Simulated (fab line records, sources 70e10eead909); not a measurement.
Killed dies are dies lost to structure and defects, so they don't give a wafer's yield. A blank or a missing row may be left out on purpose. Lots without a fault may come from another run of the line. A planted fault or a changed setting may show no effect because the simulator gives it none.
fab line records | flow nand_harc | part 1 of 2: steps 1 to 18 of 27
record lots=5 wafers=15 last_day=30
route steps=1302 shown A_CONTACT@1040
lots that met no fault: from a run of the same line without faults
start_h: hours from the record's first day to the start of the lot's first wafer shown | wait_h: hours since the lot's step before | " the same as in the row above | L1.1+2: a row that stands for several wafers | - no value, or no start given | * or withheld: withheld | < > ~ a bound
route shown NAME@n: a module of which the file shows steps, and the number in the route of the first | usual: mean/standard deviation of fault-free wafers | same: alike in all rows | chamber/n: place in a boat | sites: the reading at each site | _std_site: their standard deviation | _edge_site: outer sites' mean less inner sites' | radius_mm: how far each site lies from the wafer's centre | mask NAME#n: copy n | behind: the tool/chamber that last shaped the wafer | hold: why the lot was held/for how many hours/how that ended | device: the transistor (n, p or np) that didn't switch | end of line: the same wafers' tests at the end of the route | a step without rows: its recipe alone | killed: dies lost to structure and defects at the first sort, not the wafer's yield | map: a wafer's dies, x killed, . not, _ none there
set.NAME: the setting as run; set.NAME@STEP: as run at that earlier step | model.NAME: the simulator's own value behind a step, which no gauge read
lots at some steps of the route; a table a step, a row a wafer
services: from which hour (start_h, from the record's first day; less than 0 if before it) a tool's chamber was out of use, for how many hours, and why
## steps
# step NHARC_A_CONTACT_OVL_MEAS_70
# usual overlay_x_nm=-0.1/0.84 overlay_y_nm=0.1/0.87
# columns lot.wafer tool chamber start_h wait_h overlay_x_nm overlay_y_nm
L081.1 overlay-01 - 569.53 - -0.1 -0.5
L081.2 " - " " 0.0 -0.5
L081.5 " - " " -0.6 -0.4
L086.4 overlay-01 - 607.91 - 0.8 0.4
L086.5 " - " " 1.2 0.3
L086.6 " - " " 1.0 0.6
L085.1 overlay-02 - 609.33 - -0.7 1.5
L085.4 " - " " -0.1 1.4
L085.6 " - " " -0.4 1.7
L090.2 overlay-02 - 653.49 - -0.2 1.0
L090.4 " - " " -0.1 0.4
L090.5 " - " " 0.1 0.5
L091.2 overlay-02 - 653.98 - -1.4 -0.3
L091.3 " - " " -1.1 -0.9
L091.4 " - " " -0.2 -0.4
# step NHARC_A_CONTACT_INSPECT_71
# usual raw_defect_count=88/39
# columns lot.wafer tool chamber start_h wait_h raw_defect_count
L081.1 defect_inspect-02 - 569.56 0.0 62
L081.2 " - " " 65
L081.5 " - " " 71
L086.4 defect_inspect-01 - 607.95 0.0 47
L086.5 " - " " 36
L086.6 " - " " 42
L085.1 defect_inspect-01 - 609.37 0.0 114
L085.4 " - " " 121
L085.6 " - " " 100
L090.2 defect_inspect-01 - 653.52 0.0 30
L090.4 " - " " 29
L090.5 " - " " 29
L091.2 defect_inspect-02 - 654.02 0.0 148
L091.3 " - " " 159
L091.4 " - " " 132
# step NHARC_A_CONTACT_DESCUM_74
# recipe time_s=3 o2_flow_sccm=200 ar_flow_sccm=0 bias_power_w=0 chemistry=O2
# usual drypump_motor_current_A=5.69/0.29 oes_product_au=0.999/0.016 rf_vpp_V=57.9/0.99 showerhead_plenum_p_Torr=1.93/0.11 throttle_valve_pct=11.311/0.0089
# same time_s=3
# columns lot.wafer tool chamber start_h wait_h drypump_motor_current_A oes_product_au rf_hours_counter_h rf_vpp_V showerhead_plenum_p_Torr throttle_valve_pct
L081.1 rie_diel-05 1 569.63 0.1 5.11 1.006 44 57.5 1.84 11.309
L081.2 " 3 " " 5.66 0.983 48 56.8 2.04 11.326
L081.5 " 0 " " 5.79 1.019 - 58.7 1.93 11.311
L086.4 rie_diel-10 1 608.03 0.1 5.19 0.998 0 58.1 1.96 11.308
L086.5 " 2 " " 5.57 0.998 - 57.1 2.08 11.308
L086.6 " 3 " " 6.08 0.985 - 57.2 1.89 11.306
L085.1 rie_diel-05 3 609.44 0.1 5.65 0.982 5 58.0 2.04 11.322
L085.4 " 1 " " 5.11 0.986 3 56.2 1.84 11.323
L085.6 " 2 " " 5.51 1.018 - 56.6 1.85 11.324
L090.4 rie_diel-12 2 653.58 0.1 5.89 0.988 1 56.3 1.77 11.315
L090.2 " 1 " " 6.04 0.977 3 58.4 2.08 11.296
L090.5 " 2 " " 5.91 0.986 - 56.8 1.77 11.315
L091.4 rie_diel-10 3 654.09 0.1 6.06 1.005 20 57.2 1.88 11.309
L091.2 " 0 " " 6.14 0.967 20 58.1 2.07 11.312
L091.3 " 1 " " 5.23 0.994 22 56.2 1.95 11.311
# step NHARC_A_CONTACT_ETCH_75
# recipe target_depth_a=390 over_etch_frac=0.3 time_s=65 ion_energy_ev=80 cf4_flow_sccm=150 ar_flow_sccm=0 rf_w=300 bias_w=100 chemistry=CF4
# usual drypump_motor_current_A=5.67/0.29 oes_product_au=1.000/0.017 rf_vpp_V=151.6/1.4 showerhead_plenum_p_Torr=1.79/0.096 throttle_valve_pct=13.283/0.009
# same time_s=65
# columns lot.wafer tool chamber start_h wait_h drypump_motor_current_A oes_product_au rf_hours_counter_h rf_vpp_V showerhead_plenum_p_Torr throttle_valve_pct
L081.1 rie_diel-05 3 569.72 0.1 5.66 0.968 48 152.0 1.88 13.276
L081.2 " 0 " " 5.72 1.002 46 150.8 1.78 13.279
L081.5 " 3 " " 5.66 0.978 - 151.0 1.88 13.288
L086.4 rie_diel-10 0 608.10 0.1 6.14 0.979 0 151.6 1.91 13.282
L086.5 " 2 " " 5.51 1.013 - 151.4 1.91 13.278
L086.6 " 3 " " 6.14 0.995 - 150.3 1.75 13.285
L085.4 rie_diel-05 1 609.52 0.1 5.13 0.981 3 150.5 1.71 13.303
L085.1 " 2 " " 5.56 1.016 4 149.8 1.72 13.271
L085.6 " 1 " " 5.12 0.987 - 150.6 1.71 13.279
L090.4 rie_diel-12 3 653.67 0.1 5.45 1.028 3 150.7 1.84 13.294
L090.2 " 0 " " 5.54 0.997 3 152.1 1.90 13.279
L090.5 " 0 " " 5.54 0.992 - 153.4 1.90 13.296
L091.2 rie_diel-10 0 654.17 0.1 6.12 0.977 20 152.5 1.90 13.267
L091.4 " 1 " " 5.20 1.001 22 150.9 1.80 13.287
L091.3 " 2 " " 5.57 1.001 18 151.6 1.90 13.273
# step NHARC_A_CONTACT_ETCH_76
# recipe target_depth_a=2600 over_etch_frac=0.3 time_s=475.3 ion_energy_ev=200 n2_flow_sccm=150 h2_flow_sccm=150 ar_flow_sccm=0 rf_w=400 bias_w=150 chemistry=N2/H2
# usual drypump_motor_current_A=5.69/0.28 oes_product_au=0.999/0.015 rf_vpp_V=431/3.5 showerhead_plenum_p_Torr=2.07/0.12 throttle_valve_pct=14.171/0.0092
# same time_s=475.3
# columns lot.wafer tool chamber start_h wait_h drypump_motor_current_A oes_product_au rf_hours_counter_h rf_vpp_V showerhead_plenum_p_Torr throttle_valve_pct
L081.2 rie_diel-05 3 - - 5.66 0.984 48 435 2.18 14.166
L081.1 " 0 " " 5.78 1.008 47 431 2.06 14.179
L081.5 " 0 " " 5.79 1.016 - 431 2.06 14.169
L086.4 rie_diel-10 3 - - 6.07 1.006 0 430 2.01 14.154
L086.5 " 0 " " 6.16 0.981 - 435 2.22 14.154
L086.6 " 1 " " 5.22 0.999 - 432 2.09 14.162
L085.4 rie_diel-05 3 - - 5.64 0.980 5 435 2.17 14.180
L085.1 " 2 " " 5.52 1.014 4 430 1.98 14.178
L085.6 " 3 " " 5.64 0.977 - 435 2.17 14.156
L090.2 rie_diel-12 0 - - 5.57 0.991 3 435 2.21 14.162
L090.4 " 1 " " 6.02 0.973 3 436 2.22 14.164
L090.5 " 0 " " 5.54 0.994 - 433 2.21 14.180
L091.2 rie_diel-10 2 - - 5.56 1.010 18 435 2.21 14.166
L091.3 " 3 " " 6.08 1.008 21 430 2.00 14.175
L091.4 " 0 " " 6.16 0.980 20 433 2.21 14.182
# step NHARC_A_CONTACT_ETCH_77
# recipe target_depth_a=1089 time_s=54.5 cf4_flow_sccm=100 chf3_flow_sccm=30 ar_flow_sccm=0 rf_w=500 bias_w=200 chemistry=CF4/CHF3
# usual drypump_motor_current_A=5.68/0.29 oes_product_au=0.944/0.024 rf_vpp_V=371/3 showerhead_plenum_p_Torr=1.59/0.088 throttle_valve_pct=16.804/0.0099
# same time_s=54.5
# columns lot.wafer tool chamber start_h wait_h drypump_motor_current_A oes_product_au rf_hours_counter_h rf_vpp_V showerhead_plenum_p_Torr throttle_valve_pct
L081.2 rie_diel-05 3 - - 5.69 0.901 49 374 1.67 16.803
L081.1 " 1 " " 5.12 0.928 45 369 1.52 16.800
L081.5 " 3 " " 5.71 0.903 - 373 1.67 16.812
L086.4 rie_diel-10 2 - - 5.55 0.982 0 375 1.70 16.801
L086.5 " 0 " " 6.14 0.966 - 376 1.70 16.803
L086.6 " 1 " " 5.23 0.982 - 372 1.61 16.798
L085.1 rie_diel-05 3 - - 5.67 0.949 5 374 1.67 16.800
L085.4 " 1 " " 5.11 0.955 3 371 1.52 16.804
L085.6 " 3 " " 5.64 0.949 - 375 1.67 16.796
L090.2 rie_diel-12 0 - - 5.55 0.921 3 375 1.69 16.800
L090.4 " 1 " " 6.09 0.901 3 376 1.70 16.819
L090.5 " 2 " " 5.92 0.959 - 367 1.46 16.805
L091.2 rie_diel-10 1 - - 5.19 0.980 22 371 1.61 16.789
L091.3 " 2 " " 5.56 0.967 18 377 1.70 16.804
L091.4 " 3 " " 6.10 0.961 21 369 1.55 16.815
# step NHARC_A_CONTACT_ETCH_78
# recipe target_depth_a=53000 over_etch_frac=0.3 time_s=1378 ion_energy_ev=150 o2_flow_sccm=400 cos_flow_sccm=20 ar_flow_sccm=0 rf_w=500 bias_w=300 chemistry=O2/COS
# usual drypump_motor_current_A=5.69/0.3 oes_product_au=0.999/0.015 rf_vpp_V=314.7/2.6 showerhead_plenum_p_Torr=3.15/0.18 throttle_valve_pct=28.329/0.0091
# same time_s=1378
# columns lot.wafer tool chamber start_h wait_h drypump_motor_current_A oes_product_au rf_hours_counter_h rf_vpp_V showerhead_plenum_p_Torr throttle_valve_pct
L081.1 rie_diel-05 1 - - 5.12 1.010 45 314.3 3.01 28.316
L081.2 " 3 " " 5.65 0.979 49 316.1 3.32 28.320
L081.5 " 2 " " 5.55 1.023 - 315.0 3.04 28.346
L086.4 rie_diel-10 1 - - 5.21 1.006 0 315.8 3.20 28.323
L086.6 " 0 " " 6.11 0.970 - 319.4 3.37 28.311
L086.5 " 1 " " 5.22 1.003 - 315.6 3.20 28.329
L085.1 rie_diel-05 1 - - 5.13 0.987 3 313.7 3.01 28.334
L085.4 " 2 " " 5.52 1.011 4 312.8 3.03 28.325
L085.6 " 0 " " 5.77 0.994 - 314.2 3.14 28.332
L090.4 rie_diel-12 1 - - 6.07 0.970 3 317.0 3.37 28.320
L090.2 " 3 " " 5.45 1.016 4 315.8 3.25 28.331
L090.5 " 1 " " 6.07 0.983 - 318.2 3.37 28.331
L091.4 rie_diel-10 1 - - 5.21 0.985 22 317.0 3.18 28.333
L091.2 " 2 " " 5.53 1.005 18 318.2 3.36 28.324
L091.3 " 0 " " 6.10 0.974 20 318.1 3.36 28.313
# step NHARC_A_CONTACT_ETCH_124
# recipe source_w=withheld pressure_mtorr=20 bias_v=withheld time_s=140 target_depth_a=7000 ar_flow_sccm=withheld c4f8_flow_sccm=withheld o2_flow_sccm=withheld chemistry=C4F8/O2/Ar
# same time_s=140
# columns lot.wafer tool chamber start_h wait_h rf_hours_counter_h
L081.1 har_cap_etch-02 0 571.16 - 101
L081.2 " 1 " " 101
L081.5 " 0 " " -
L086.4 har_cap_etch-03 0 609.62 - -
L086.5 " 0 " " -
L086.6 " 1 " " -
L085.1 har_cap_etch-01 0 611.00 - 18
L085.4 " 0 " " -
L085.6 " 0 " " -
L090.2 har_cap_etch-03 1 655.13 - 68
L090.4 " 0 " " -
L090.5 " 0 " " -
L091.2 har_cap_etch-01 0 655.62 - 27
L091.3 " 0 " " -
L091.4 " 1 " " -
# step NHARC_A_CONTACT_ETCH_125
# recipe source_w=withheld pressure_mtorr=20 bias_v=3000 time_s=197 target_depth_a=19180 ar_flow_sccm=withheld c4f8_flow_sccm=withheld o2_flow_sccm=withheld chemistry=C4F8/O2/Ar
# same time_s=197
# columns lot.wafer tool chamber start_h wait_h rf_hours_counter_h
L081.1 har_cap_etch-02 0 571.36 0.2 101
L081.2 " 1 " " 101
L081.5 " 0 " " -
L086.4 har_cap_etch-03 0 609.82 0.2 -
L086.5 " 0 " " -
L086.6 " 1 " " -
L085.1 har_cap_etch-01 0 611.20 0.2 18
L085.4 " 0 " " -
L085.6 " 0 " " -
L090.2 har_cap_etch-03 1 655.33 0.2 68
L090.4 " 0 " " -
L090.5 " 0 " " -
L091.2 har_cap_etch-01 0 655.82 0.2 27
L091.3 " 0 " " -
L091.4 " 1 " " -
# step NHARC_A_CONTACT_ETCH_126
# recipe source_w=withheld pressure_mtorr=20 bias_v=3000 time_s=197 target_depth_a=19180 ar_flow_sccm=withheld c4f8_flow_sccm=withheld o2_flow_sccm=withheld chemistry=C4F8/O2/Ar
# same time_s=197
# columns lot.wafer tool chamber start_h wait_h rf_hours_counter_h
L081.1 har_cap_etch-02 0 571.54 0.1 101
L081.2 " 1 " " 101
L081.5 " 0 " " -
L086.4 har_cap_etch-03 0 609.99 0.1 -
L086.5 " 0 " " -
L086.6 " 1 " " -
L085.1 har_cap_etch-01 0 611.38 0.1 18
L085.4 " 0 " " -
L085.6 " 0 " " -
L090.2 har_cap_etch-03 1 655.51 0.1 68
L090.4 " 0 " " -
L090.5 " 0 " " -
L091.2 har_cap_etch-01 0 656.00 0.1 27
L091.3 " 0 " " -
L091.4 " 1 " " -
# step NHARC_A_CONTACT_ETCH_127
# recipe source_w=withheld pressure_mtorr=20 bias_v=3000 time_s=197 target_depth_a=19180 ar_flow_sccm=withheld c4f8_flow_sccm=withheld o2_flow_sccm=withheld chemistry=C4F8/O2/Ar
# same time_s=197
# columns lot.wafer tool chamber start_h wait_h rf_hours_counter_h
L081.1 har_cap_etch-02 0 571.72 0.1 102
L081.2 " 1 " " 102
L081.5 " 0 " " -
L086.4 har_cap_etch-03 0 610.17 0.1 -
L086.5 " 0 " " -
L086.6 " 1 " " -
L085.1 har_cap_etch-01 0 611.56 0.1 18
L085.4 " 0 " " -
L085.6 " 0 " " -
L090.2 har_cap_etch-03 1 655.68 0.1 68
L090.4 " 0 " " -
L090.5 " 0 " " -
L091.2 har_cap_etch-01 0 656.18 0.1 27
L091.3 " 0 " " -
L091.4 " 1 " " -
# step NHARC_A_CONTACT_ETCH_128
# recipe source_w=withheld pressure_mtorr=20 bias_v=3000 time_s=197 target_depth_a=19180 ar_flow_sccm=withheld c4f8_flow_sccm=withheld o2_flow_sccm=withheld chemistry=C4F8/O2/Ar
# same time_s=197
# columns lot.wafer tool chamber start_h wait_h rf_hours_counter_h
L081.1 har_cap_etch-02 0 571.89 0.1 102
L081.2 " 1 " " 102
L081.5 " 0 " " -
L086.4 har_cap_etch-03 0 610.35 0.1 -
L086.5 " 0 " " -
L086.6 " 1 " " -
L085.1 har_cap_etch-01 0 611.74 0.1 19
L085.4 " 0 " " -
L085.6 " 0 " " -
L090.2 har_cap_etch-03 1 655.86 0.1 68
L090.4 " 0 " " -
L090.5 " 0 " " -
L091.2 har_cap_etch-01 0 656.35 0.1 28
L091.3 " 0 " " -
L091.4 " 1 " " -
# step NHARC_A_CONTACT_ETCH_129
# recipe source_w=withheld pressure_mtorr=20 bias_v=3000 time_s=197 target_depth_a=19180 ar_flow_sccm=withheld c4f8_flow_sccm=withheld o2_flow_sccm=withheld chemistry=C4F8/O2/Ar
# same time_s=197
# columns lot.wafer tool chamber start_h wait_h rf_hours_counter_h
L081.1 har_cap_etch-02 0 572.07 0.1 102
L081.2 " 1 " " 102
L081.5 " 0 " " -
L086.4 har_cap_etch-03 0 610.52 0.1 -
L086.5 " 0 " " -
L086.6 " 1 " " -
L085.1 har_cap_etch-01 0 611.91 0.1 19
L085.4 " 0 " " -
L085.6 " 0 " " -
L090.2 har_cap_etch-03 1 656.04 0.1 68
L090.4 " 0 " " -
L090.5 " 0 " " -
L091.2 har_cap_etch-01 0 656.53 0.1 28
L091.3 " 0 " " -
L091.4 " 1 " " -
# step NHARC_A_CONTACT_ETCH_130
# recipe source_w=withheld pressure_mtorr=20 bias_v=3000 time_s=197 target_depth_a=19180 ar_flow_sccm=withheld c4f8_flow_sccm=withheld o2_flow_sccm=withheld chemistry=C4F8/O2/Ar
# same time_s=197
# columns lot.wafer tool chamber start_h wait_h rf_hours_counter_h
L081.1 har_cap_etch-02 0 572.25 0.1 102
L081.2 " 1 " " 102
L081.5 " 0 " " -
L086.4 har_cap_etch-03 0 610.70 0.1 -
L086.5 " 0 " " -
L086.6 " 1 " " -
L085.1 har_cap_etch-01 0 612.09 0.1 19
L085.4 " 0 " " -
L085.6 " 0 " " -
L090.2 har_cap_etch-03 1 656.21 0.1 68
L090.4 " 0 " " -
L090.5 " 0 " " -
L091.2 har_cap_etch-01 0 656.70 0.1 28
L091.3 " 0 " " -
L091.4 " 1 " " -
# step NHARC_A_CONTACT_ETCH_131
# recipe source_w=withheld pressure_mtorr=20 bias_v=3000 time_s=197 target_depth_a=19180 ar_flow_sccm=withheld c4f8_flow_sccm=withheld o2_flow_sccm=withheld chemistry=C4F8/O2/Ar
# same time_s=197
# columns lot.wafer tool chamber start_h wait_h rf_hours_counter_h
L081.1 har_cap_etch-02 0 572.43 0.1 102
L081.2 " 1 " " 102
L081.5 " 0 " " -
L086.4 har_cap_etch-03 0 610.88 0.1 -
L086.5 " 0 " " -
L086.6 " 1 " " -
L085.1 har_cap_etch-01 0 612.27 0.1 19
L085.4 " 0 " " -
L085.6 " 0 " " -
L090.2 har_cap_etch-03 1 656.39 0.1 69
L090.4 " 0 " " -
L090.5 " 0 " " -
L091.2 har_cap_etch-01 0 656.88 0.1 28
L091.3 " 0 " " -
L091.4 " 1 " " -
# step NHARC_A_CONTACT_ETCH_132
# recipe source_w=withheld pressure_mtorr=20 bias_v=3000 time_s=197 target_depth_a=19240 ar_flow_sccm=withheld c4f8_flow_sccm=withheld o2_flow_sccm=withheld chemistry=C4F8/O2/Ar
# same time_s=197
# columns lot.wafer tool chamber start_h wait_h rf_hours_counter_h
L081.1 har_cap_etch-02 0 572.60 0.1 102
L081.2 " 1 " " 102
L081.5 " 0 " " -
L086.4 har_cap_etch-03 0 611.05 0.1 -
L086.5 " 0 " " -
L086.6 " 1 " " -
L085.1 har_cap_etch-01 0 612.45 0.1 19
L085.4 " 0 " " -
L085.6 " 0 " " -
L090.2 har_cap_etch-03 1 656.57 0.1 69
L090.4 " 0 " " -
L090.5 " 0 " " -
L091.2 har_cap_etch-01 0 657.05 0.1 28
L091.3 " 0 " " -
L091.4 " 1 " " -
# step NHARC_A_CONTACT_ETCH_133
# recipe source_w=withheld pressure_mtorr=20 bias_v=400 time_s=374 target_depth_a=16100 ar_flow_sccm=withheld c4f8_flow_sccm=11.5 o2_flow_sccm=7.2 chemistry=C4F8/O2/Ar
# same time_s=374
# columns lot.wafer tool chamber start_h wait_h rf_hours_counter_h
L081.1 har_cap_etch-02 0 572.78 0.1 103
L081.2 " 1 " " 103
L081.5 " 0 " " -
L086.4 har_cap_etch-03 0 611.31 0.2 -
L086.5 " 0 " " -
L086.6 " 1 " " -
L085.1 har_cap_etch-01 0 612.66 0.2 19
L085.4 " 0 " " -
L085.6 " 0 " " -
L090.2 har_cap_etch-03 1 656.75 0.1 69
L090.4 " 0 " " -
L090.5 " 0 " " -
L091.2 har_cap_etch-01 0 657.23 0.1 28
L091.3 " 0 " " -
L091.4 " 1 " " -
# step NHARC_A_CONTACT_ETCH_91
# recipe target_depth_a=400 over_etch_frac=0.5 time_s=85.7 ion_energy_ev=120 ch3f_flow_sccm=50 o2_flow_sccm=30 ar_flow_sccm=200 rf_w=500 bias_w=100 chemistry=CH3F/O2
# usual drypump_motor_current_A=5.69/0.29 oes_product_au=0.94/0.034 rf_vpp_V=244.6/2.3 showerhead_plenum_p_Torr=2.48/0.15 throttle_valve_pct=20.663/0.0095
# same time_s=85.7
# columns lot.wafer tool chamber start_h wait_h drypump_motor_current_A oes_product_au rf_hours_counter_h rf_vpp_V showerhead_plenum_p_Torr throttle_valve_pct
L081.1 rie_diel-12 0 573.59 0.7 5.56 0.93 20 246.6 2.65 20.644
L081.2 " 1 " " 6.07 0.93 21 242.2 2.27 20.657
L081.5 " 2 " " 5.92 0.91 - 242.2 2.28 20.660
L086.4 rie_diel-12 3 611.96 0.6 5.46 0.94 29 244.2 2.57 20.670
L086.5 " 2 " " 5.91 0.90 - 242.0 2.28 20.666
L086.6 " 3 " " 5.45 0.94 - 245.5 2.57 20.660
L085.4 rie_diel-10 1 613.40 0.5 5.25 0.99 2 246.5 2.52 20.655
L085.1 " 0 " " 6.12 0.97 2 247.7 2.66 20.678
L085.6 " 1 " " 5.21 0.99 - 244.4 2.52 20.671
L090.4 rie_diel-12 2 657.54 0.5 5.86 0.91 3 241.2 2.28 20.679
L090.2 " 3 " " 5.45 0.94 5 245.9 2.57 20.681
L090.5 " 2 " " 5.88 0.91 - 240.1 2.28 20.659
L091.3 rie_diel-12 1 658.03 0.6 6.05 0.91 4 248.3 2.66 20.669
L091.4 " 2 " " 5.90 0.92 3 240.8 2.28 20.656
L091.2 " 3 " " 5.42 0.94 5 245.4 2.57 20.654
